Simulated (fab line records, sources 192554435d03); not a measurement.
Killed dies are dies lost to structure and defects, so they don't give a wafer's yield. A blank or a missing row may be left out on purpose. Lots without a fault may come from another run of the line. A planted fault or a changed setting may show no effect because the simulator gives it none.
One fault seen from 2 desks | flow n5_finfet | each desk has only its own numbers; what lay behind them comes last

THE METROLOGY DESK
What the gauges read, lot by lot, whatever tool the lot ran on: means of the sampled wafers that have a number. A lot is out of limits, marked OUT, if its mean lies more than 4 standard deviations from the usual mean; the brackets give that distance. Of its 10 readings 7 are shown: those that lie furthest out on some lot.
Columns: A = DIBL_N at N5_BEOL_M4_RC_MEAS_101, usual 36.3 mV/V; B = DIBL_P at N5_BEOL_M4_RC_MEAS_101, usual 36.7 mV/V; C = IOFF_N at N5_BEOL_M4_RC_MEAS_101, usual 0.164 nA/um; D = IOFF_P at N5_BEOL_M4_RC_MEAS_101, usual 0.214 nA/um; E = ION_P at N5_BEOL_M4_RC_MEAS_101, usual 461 uA/um; F = SS_P at N5_BEOL_M4_RC_MEAS_101, usual 73.3 mV/dec; G = VT_P at N5_BEOL_M4_RC_MEAS_101, usual -250.0 mV
lot  | first seen here | A    | B    | C     | D     | E   | F    | G
L425 | day 8 04:02     | 36.7 | 35.1 | 0.160 | 0.213 | 462 | 73.0 | -249.3
L428 | day 8 20:59     | 36.3 | 36.5 | 0.155 | 0.192 | 452 | 73.2 | -251.3
L426 | day 9 02:45     | 34.9 | 36.1 | 0.142 | 0.183 | 455 | 72.9 | -254.1
L435 | day 10 17:22    | 37.1 | 37.3 | 0.180 | 0.236 | 462 | 74.2 | -249.2
L436 | day 11 07:54    | 37.1 | 35.7 | 0.158 | 0.195 | 453 | 73.3 | -251.0
L437 | day 11 14:11    | 37.5 | 38.7 | 0.175 | 0.207 | 455 | 73.3 | -251.8
L442 | day 12 16:58    | 33.6 | 35.2 | 0.132 | 0.180 | 456 | 72.7 | -252.0
L444 | day 12 22:19    | 38.2 | 37.0 | 0.186 | 0.227 | 460 | 73.4 | -247.9
This desk's finding: nothing out of limits on any of the 8 lots.

THE TOOL OWNER'S DESK: rie_diel-05
The tool's own readings at N5_BEOL_M0_SAQP_ETCH_107 (etches SiNx in CH3F/O2, target depth 30 nm): means of the sampled wafers that have a number, for each lot that ran on this tool. A lot is out of limits, marked OUT, if its mean lies more than 4 standard deviations from the usual mean; the brackets give that distance.
Columns: A = bias_w at N5_BEOL_M0_SAQP_ETCH_107, usual 72.99 W; B = drypump_motor_current_A at N5_BEOL_M0_SAQP_ETCH_107, usual 5.8 A; C = mfc_ar_sccm at N5_BEOL_M0_SAQP_ETCH_107, usual 150.0 sccm; D = oes_product_au at N5_BEOL_M0_SAQP_ETCH_107, usual 0.79 a.u.; E = rf_vpp_V at N5_BEOL_M0_SAQP_ETCH_107, usual 296.3 V; F = showerhead_plenum_p_Torr at N5_BEOL_M0_SAQP_ETCH_107, usual 2.00 Torr; G = throttle_valve_pct at N5_BEOL_M0_SAQP_ETCH_107, usual 16.38 %
lot  | first seen here | A               | B   | C     | D    | E               | F    | G
L425 | day 5 22:07     | 73.22           | 5.5 | 150.1 | 0.73 | 297.1           | 1.96 | 16.66
L428 | day 6 12:20     | 72.81           | 5.8 | 150.2 | 0.71 | 294.9           | 1.98 | 16.50
L435 | day 8 19:40     | 55.01 (-82) OUT | 5.6 | 150.2 | 0.77 | 236.3 (-26) OUT | 2.01 | 16.38
L436 | day 8 23:05     | 54.88 (-82) OUT | 5.6 | 149.9 | 0.77 | 237.2 (-26) OUT | 2.01 | 16.38
This desk's finding: out of limits on L435, L436; first on L435, day 8 19:40 (bias_w at N5_BEOL_M0_SAQP_ETCH_107). In limits: L425, L428.

PUT TOGETHER
The tool owner's desk could have raised an alarm at day 8 19:40, on L435, L436.
The metrology desk saw nothing out of limits.
The metrology desk has L435, L436 on record, within its limits.
Of the lots named, all ran N5_BEOL_M0_SAQP_ETCH_107 on rie_diel-05.

WHAT THE SIMULATOR HAD PUT IN
Process parameter drift: rie_diel-05, from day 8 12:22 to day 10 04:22, at N5_BEOL_M0_SAQP_ETCH_107. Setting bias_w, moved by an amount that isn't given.
Lots struck among those shown: L435, L436.
Hours from the fault's start to each desk's first reading out of limits: the tool owner's desk, 7.
